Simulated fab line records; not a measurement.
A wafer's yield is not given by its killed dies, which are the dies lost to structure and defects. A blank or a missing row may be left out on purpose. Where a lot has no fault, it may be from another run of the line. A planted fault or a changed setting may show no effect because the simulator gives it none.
Matching of chambers	flow n5_finfet	N5_BEOL_M2_ETCHBACK_99 on rie_diel-03 has 4 sister chambers
The step etches SiO2 in CHF3, target depth 5 nm, time 10.4 s. 7 wafers are shown with their chamber, then 7 later ones without.

WAFERS WITH THEIR CHAMBER
wafer	chamber	throttle_valve_pct (%)	drypump_motor_current_A (A)
L338.6	1	17.05	5.2
L341.3	1	17.06	5.2
L344.2	2	17.47	5.3
L344.3	3	17.50	6.4
L344.5	2	17.47	5.3
L345.1	3	17.51	6.3
L345.2	0	17.05	5.7

WAFERS WITHOUT THEIR CHAMBER
wafer	throttle_valve_pct (%)	drypump_motor_current_A (A)
L345.4	17.47	5.3
L349.1	17.07	5.7
L349.3	17.48	5.3
L349.6	17.07	5.7
L352.2	17.09	5.2
L352.3	17.50	5.3
L352.4	17.08	5.7

EACH ONE'S CHAMBER
wafer	from the rows above	in truth
L345.4	2	2
L349.1	0	0
L349.3	2	2
L349.6	0	0
L352.2	1	1
L352.3	2	2
L352.4	0	0
Correct placement for 7 of the 7. Number that these rows cannot place: 0. 0 placed wrongly.
How it was worked out, from the rows above alone: a wafer's distance from a chamber is the root of the sum, over the readings, of the square of ((its reading less the chamber's mean) divided by the reading's scatter). If the next closest chamber is less than 2 further off than the closest, the wafer can't be placed; otherwise it belongs to the closest. A chamber's mean is the mean of its shown wafers. The scatter: take each reading less its chamber's mean, square it, sum over the shown wafers, divide by the number of wafers less the number of chambers, and take the root.
